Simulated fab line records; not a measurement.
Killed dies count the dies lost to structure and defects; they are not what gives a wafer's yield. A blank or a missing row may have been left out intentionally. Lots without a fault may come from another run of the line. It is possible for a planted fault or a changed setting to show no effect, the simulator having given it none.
Problem report, 8D (eight disciplines) form, completed by code | flow n5 finfet | the parts of the form that need people (team, actions taken, sign-off) are left out

## 1. PROBLEM STATEMENT
At N5_BEOL_M5_CMP_52, time to endpoint s averages 42.8 s over 3 wafers from 2 lots, while fault-free wafers read 61.7 s, standard deviation 2.8. That puts it -6.8 standard deviations away from the usual mean.
The step: polishes, stops on SiCOH lowk, t overpolish 6.9 s, target thk 62 nm.
Earliest sighting: wafer L278.5 on cmp-04 at day 10 21:31. At this step, 34 wafers from 12 lots have a number in the record. Rule for "out", or "out of limits": more than 4 standard deviations from the usual mean. The rest of the wafers with a number are treated as sound.

## 2. WHAT THIS IS AND IS NOT
question                    | is                     | is not
which readings at this step | time to endpoint s     | clearing platen down force psi, motor current A
which lots                  | L278, L280             | L270, L271, L274, L282, L284, L285, L288, L289, L291, L292
which wafers of those lots  | L278.5, L280.1, L280.5 | L278.2
read on which tools         | cmp-04                 | cmp-02, cmp-03
when                        | from day 10 21:31      | up to then (10 sound wafers); but 21 sound wafers of L282, L284, L285, L288, L289, L291, L292 came after

## 3. WHAT RULES OUT EACH SUSPECT
Counting: any tool at a process step up to the reading remains a suspect provided it ran every lot that is out. Sound lots after the first of them don't rule it out here, since some wafers of a struck lot are sound.
- ecd cu-01 at N5_BEOL_M5_ECD_50 (material Cu, target thk 300 nm): kept. It processed each lot that is out (first: L278, day 10 21:01); up to then, its last sound lot is L274 (day 9 15:15).
- rtp anneal-01 at N5_BEOL_M5_ANNEAL_51 (time 90 s): kept. It processed each lot that is out (first: L278, day 10 21:15); up to then, its last sound lot is L274 (day 9 15:23).
- cmp-04 at N5_BEOL_M5_CMP_52 (polishes, stops on SiCOH lowk, t overpolish 6.9 s, target thk 62 nm): kept. It ran every lot that is out, first L278 (day 10 21:31). Its own time to endpoint s readings are out on those wafers.
Still standing after the count: ecd cu-01 at N5_BEOL_M5_ECD_50, rtp anneal-01 at N5_BEOL_M5_ANNEAL_51, cmp-04 at N5_BEOL_M5_CMP_52.

## 4. THE CAUSE (what the simulator had put in)
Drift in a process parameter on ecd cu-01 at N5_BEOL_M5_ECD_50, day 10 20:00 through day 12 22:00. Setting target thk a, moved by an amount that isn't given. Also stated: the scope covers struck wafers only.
Counting left 3 suspects, and this tool is among them.

## 5. THE CHAIN OF EFFECTS, in route order
Rows list readings where the struck wafers' mean (over those with a number) sits beyond 3 standard deviations from the usual. Readings are gone through only where the record gives a usual standard deviation; hours: the median, over the lots, of the time from a lot's start at the first step in this table giving one to that lot's start at this step; sigmas: the change measured in usual standard deviations.
hours | step              | reading            | usual  | on struck wafers | change | sigmas
0     | N5_BEOL_M5_CMP_52 | time to endpoint s | 61.7 s | 42.8             | -18.9  | -6.8
The process steps in it:
- N5_BEOL_M5_CMP_52: polishes, stops on SiCOH lowk, t overpolish 6.9 s, target thk 62 nm.

## 6. HOW IT WOULD HAVE BEEN CAUGHT EARLIER
In this record the first reading out of limits was taken at day 10 21:31, 2 hours after the fault began at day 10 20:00.
L280, from the lots that are out (2), started N5_BEOL_M5_ECD_50 on ecd cu-01 later than day 10 21:31. Had the tool been put on hold then, it would have been spared.
